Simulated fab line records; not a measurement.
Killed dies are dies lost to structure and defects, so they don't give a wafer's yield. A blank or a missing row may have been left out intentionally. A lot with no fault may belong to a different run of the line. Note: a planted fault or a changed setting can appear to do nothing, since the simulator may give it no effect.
Lot-split experiment ; flow n5_finfet ; on a route of 1938 steps: 7 lots, 39 wafers read

ABOUT THE SPLIT
At N5_PASSIVATION_ETCH_54 (etches SiO2 in CHF3/O2, target depth 880 nm, time 440 s), the setting time_s was moved away from the recipe's 440 s on 18 of the 39 wafers read, by -50.7% to +52.5%. All remaining wafers had this setting at the recipe value.

Reading taken at the split's own step.

THE READING
PASSIVATION.feature_depth_nm (the simulator's own value, which no gauge read), in nm, at N5_PASSIVATION_ETCH_54 (etches SiO2 in CHF3/O2, target depth 880 nm, time 440 s). No usual value for it is given in the file. Average 876.6 nm, standard deviation 17 nm, over the 21 wafers here run with the recipe.

wafer;tool, chamber at the split;time_s as run, s;against the recipe;PASSIVATION.feature_depth_nm, nm;against lot-mates on the recipe
L074.1;rie_diel-04, 1;440;recipe;867.2;-
L074.2;rie_diel-04, 0;440;recipe;874.6;-
L074.3;rie_diel-04, 3;217.1;-50.7%;437.8;-432.7
L074.4;rie_diel-04, 2;217.1;-50.7%;436;-434.5
L074.5;rie_diel-04, 3;217.1;-50.7%;442.2;-428.3
L074.6;rie_diel-04, 0;440;recipe;869.6;-
L078.1;rie_diel-02, 2;440;recipe;900.6;-
L078.2;rie_diel-02, 0;671.1;+52.5%;1343;+440.7
L078.3;rie_diel-02, 3;440;recipe;917.4;-
L078.4;rie_diel-02, 3;671.1;+52.5%;1402;+499.7
L078.5;rie_diel-02, 2;671.1;+52.5%;1374;+471.7
L078.6;rie_diel-02, 0;440;recipe;888.8;-
L083.2;rie_diel-02, 1;440;recipe;867.6;-
L083.4;rie_diel-02, 2;440;recipe;889.6;-
L083.6;rie_diel-02, 3;440;recipe;893.4;-
L085.1;rie_diel-05, 0;440;recipe;873;-
L085.2;rie_diel-05, 3;267;-39.3%;523.8;-350.0
L085.3;rie_diel-05, 2;440;recipe;888.2;-
L085.4;rie_diel-05, 1;267;-39.3%;545.2;-328.6
L085.5;rie_diel-05, 0;267;-39.3%;529.8;-344.0
L085.6;rie_diel-05, 3;440;recipe;860.2;-
L091.1;rie_diel-05, 0;440;recipe;867.8;-
L091.2;rie_diel-05, 2;440;recipe;893.2;-
L091.3;rie_diel-05, 1;228.5;-48.1%;463;-420.9
L091.4;rie_diel-05, 3;228.5;-48.1%;448;-435.9
L091.5;rie_diel-05, 3;228.5;-48.1%;447.4;-436.5
L091.6;rie_diel-05, 2;440;recipe;890.8;-
L092.1;rie_diel-04, 1;440;recipe;856.4;-
L092.2;rie_diel-04, 3;356.4;-19.0%;712.6;-154.7
L092.3;rie_diel-04, 2;440;recipe;881.6;-
L092.4;rie_diel-04, 0;440;recipe;864;-
L092.5;rie_diel-04, 3;356.4;-19.0%;713.2;-154.1
L092.6;rie_diel-04, 2;356.4;-19.0%;717;-150.3
L094.1;rie_diel-04, 2;268.3;-39.0%;542;-313.0
L094.2;rie_diel-04, 3;268.3;-39.0%;532.8;-322.2
L094.3;rie_diel-04, 0;440;recipe;859.4;-
L094.4;rie_diel-04, 1;440;recipe;849.8;-
L094.5;rie_diel-04, 1;440;recipe;855.8;-
L094.6;rie_diel-04, 0;268.3;-39.0%;520.4;-334.6

THE FIT
A straight line over all 39 wafers: PASSIVATION.feature_depth_nm changes by +8.99 nm for each +1% of time_s; r = +1.00; the points scatter about the line by 17 nm.
The same after taking each lot's own level away (the mean of its wafers on the recipe; 39 wafers): +8.74 nm for each +1%; r = +1.00; scatter 13 nm.
That fit puts the effect of the largest move of time_s on the reading at 4.6e+02 nm.
From 855.00 to 902.27 nm: that is the span of the lots' own levels, equal to 2.8 times the standard deviation above.
So the lot-to-lot level changes the slope little: the two slopes agree.
Check: with one of the wafers moved furthest among these (+52.5%) left out of the fit, the line predicts +467 nm for it against its lot-mates. Against them it came out at +441 nm.

THESE WAFERS: OTHER SPLITS
Other splits were also applied to these wafers ahead of the reading. Each is held against what the fit with the lots' levels taken away leaves over:
other split on the same wafers;wafers away from the commonest value;r with PASSIVATION.feature_depth_nm (lot level and that fit taken away)
N5_BEOL_M6_TRENCH_ETCH_37 time_s;12;+0.27
N5_BEOL_M7_ETCH_66 target_depth_a;18;-0.30
N5_MIM_BOT_SPUTTER_00 time_s;15;+0.03

THE WHOLE CHAIN: every reading that the file lists as answering this split, in the file's order
step;what it does;reading;change (the file's fit);r (the file's)
N5_PASSIVATION_ETCH_54;etches SiO2 in CHF3/O2, target depth 880 nm, time 440 s;etch.depth_nm (the simulator's own value, which no gauge read);+8.7 nm for each +1% of the setting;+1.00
N5_PASSIVATION_ETCH_54;etches SiO2 in CHF3/O2, target depth 880 nm, time 440 s;PASSIVATION.feature_depth_nm (the simulator's own value, which no gauge read);+8.7 nm for each +1% of the setting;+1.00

THE FILE'S OWN FIT
PASSIVATION.feature_depth_nm changes by +8.7 nm for each +1% of time_s, r = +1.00.
